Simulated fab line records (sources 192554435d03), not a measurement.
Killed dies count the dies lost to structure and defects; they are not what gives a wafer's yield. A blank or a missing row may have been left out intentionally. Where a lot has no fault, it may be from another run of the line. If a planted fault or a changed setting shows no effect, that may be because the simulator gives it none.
Comparing a struck lot with a sound one ; flow n5Finfet ; 37 steps out of a route of 1938
Sound: these wafers, L511.2, L511.4, L511.6. Struck: wafer L530.4 (L530.3, L530.5, from the same lot, were not struck and are left out); the cause is given at the end.
Per side, at each step with rows, come the tool, then ch with its chambers, and then its first start. Under that, the readings that differ: sound wafers ; struck wafers ; difference of the means ; sigmas: that difference in standard deviations of wafers without a fault.
alike: words and numbers the same on both sides, and readings whose means are apart by under 2 such deviations; not compared: readings that were withheld, readings missing a value for some wafer, numbers with overlapping values and no deviation given by the record, and bounds like >300 which may hide the same value.
The two part at a step that has a row with sigmas, a row that says differs or no value, or rows on one side only. When numbers do not overlap yet have no deviation, they are printed without sigmas and do not part them. A reading that every wafer of one side lacks parts them only if that side has two wafers or more.

first, 9 steps without rows for these wafers: N5_MOL_CONTACT_COAG_COAT_34 (resist thk 40 nm); N5_MOL_CONTACT_COAG_EBR_36; N5_MOL_CONTACT_COAG_SOFTBAKE_35 (time 60 s); N5_MOL_CONTACT_COAG_EXPOSE_37 (exposes mask VD, defocus 0 nm); N5_MOL_CONTACT_COAG_PEB_38 (peb time 60 s); N5_MOL_CONTACT_COAG_DEVELOP_39 (develop time 30 s); N5_MOL_CONTACT_COAG_DESCUM_45 (chemistry O2, time 7 s); N5_MOL_CONTACT_COAG_ETCH_65 (etches underlayer in N2/H2, target depth 13 nm, time 10.4 s); N5_MOL_CONTACT_COAG_ETCH_66 (etches SiARC in CF4, target depth 13 nm, time 21.7 s).
N5_MOL_CONTACT_COAG_ALD_133: deposits SiO2, target thk 5 nm, pulse time 1 s, co reactant pulse time 1 s.
  sound on aldSin-02 ch 0,1,3, day 6 07:52; struck on aldSin-04 ch 1, day 10 18:57
reading;sound;struck;difference;sigmas
aldCycles;35 35 35;44;+9;
model.SiO2_of_MOL_CONTACT_COAG_ALD_133.thkNm (nm);5 5 5;6.2;+1.2;
  alike: chamberPressureTorr, heaterPowerW, precursorPulseHeightRel
then, 25 steps without rows for these wafers: N5_MOL_CONTACT_COAG_ETCHBACK_134 (etches SiO2 in CHF3, target depth 10 nm, time 6.7 s); N5_MOL_CONTACT_COAG_ETCH_67 (etches SOC in N2/H2, target depth 60 nm, overetch 21 nm, time 101.2 s); N5_MOL_CONTACT_COAG_STRIP_68 (strips in N2/H2); N5_MOL_CONTACT_COAG_STRIP_69 (strips in N2/H2); N5_MOL_CONTACT_COAG_ETCHBACK_136 (etches SiO2 in CHF3, target depth 25 nm, time 16.7 s); N5_MOL_CONTACT_COAG_STRIP_120 (strips in CHF3); N5_MOL_CONTACT_COAG_VIA_ETCH_117 (etches SiO2 in C4F6/O2, target depth 40 nm, overetch 8 nm, time 26 s); N5_MOL_CONTACT_COAG_ETCH_124 (etches SiNx in CH3F/O2, stops on SiOC, target depth 6.5 nm); N5_MOL_CONTACT_COAG_ETCH_48 (etches SiOC in C4F6/O2, target depth 15 nm, overetch 4.5 nm, time 17 s); N5_MOL_CONTACT_COAG_STRIP_72 (strips in N2/H2); N5_MOL_CONTACT_COAG_STRIP_49 (strips in N2/H2, time 30 s); N5_MOL_CONTACT_COAG_PRECLEAN_138 (cleans in alkaline clean, time 60 s); N5_MOL_CONTACT_COAG_SRD_139 (time 30 s); N5_MOL_CONTACT_COAG_PRE_CLEAN_121; N5_MOL_CONTACT_COAG_CVD_140 (deposits W, target thk 66.5 nm, time 215 s); N5_MOL_CONTACT_COAG_PRECLEAN_127 (cleans in DIW, time 57.5 s); N5_MOL_CONTACT_COAG_SRD_128 (dry time 32 s); N5_MOL_CONTACT_COAG_CMP_52 (polishes, stops on SiO2, t overpolish 1.5 s, target thk 66.5 nm); N5_MOL_CONTACT_COAG_ANNEAL_112 (time 1800 s); N5_BEOL_M0_SAQP_PECVD_00 (deposits SiCN from 3MS/NH3, target thk 8 nm, time 14 s); N5_BEOL_M0_SAQP_ILD_DEP_01 (deposits SiOC from DEMS/O2, target thk 45.419 nm, time 8.7 s); N5_BEOL_M0_SAQP_HM_DEP_02 (deposits TiN, target thk 12 nm); N5_BEOL_M0_SAQP_PECVD_03 (deposits SiCN from 3MS/NH3, target thk 12 nm, time 21.1 s); N5_BEOL_M0_SAQP_PECVD_96 (deposits a-Si from SiH4/He, target thk 45 nm, time 45.2 s); N5_BEOL_M0_SAQP_PECVD_97 (deposits SiNx from SiH4/NH3/N2, target thk 23 nm, time 19.9 s).
-- record jumps: 3 days separate the struck wafers' starts on either side; left off in module BEOL_M0_SAQP, taken up again in module BEOL_M4, whose first shown step is the route's number 1111 --
N5_BEOL_M4_RC_MEAS_101:
  sound on prober-01 ch 0, day 8 13:40; struck on prober-02 ch 0, day 14 00:53
reading;sound;struck;difference;sigmas
device;- - -;np;no value on the sound wafers;
  not compared: DIBL_N, DIBL_P, IOFF_N, IOFF_P, ION_N, ION_P, SS_N, SS_P, VT_N, VT_P
-- record jumps: 4 days separate the struck wafers' starts on either side; left off in module BEOL_M4, taken up again in module PASSIVATION, whose first shown step is the route's number 1936 --
N5_PASSIVATION_PROBE_49:
  sound on prober-02 at day 12 22:15; struck on prober-02 at day 18 12:05
reading;sound;struck;difference;sigmas
defectLimitedYield (%);92.0 92.4 93.6;65.7;-27.0;-17
killedAtContacts;22 12 11;341;+326;+53
killedDies;94 90 75;405;+319;+17
killedOnRim;13 11 10;54;+43;+10
sort_bin_5_function (%);4.7 4.7 4.2;32.4;+27.9;+25
sortNPass;1086 1090 1105;775;-319;-18
sortYieldPct (%);92.0 92.4 93.6;65.7;-27.0;-17
  alike: killed_at_M0_to_M3, killed_at_M4_up, killedAtFrontEnd, killedAtOther, killedOpen, killedShort, sort_bin_4_leakage, sort_bin_6_memory

WHERE THEY PART
Last at N5_PASSIVATION_PROBE_49 as far as this record goes, first at N5_BEOL_M4_RC_MEAS_101.

WHY: what had been put in by the simulator
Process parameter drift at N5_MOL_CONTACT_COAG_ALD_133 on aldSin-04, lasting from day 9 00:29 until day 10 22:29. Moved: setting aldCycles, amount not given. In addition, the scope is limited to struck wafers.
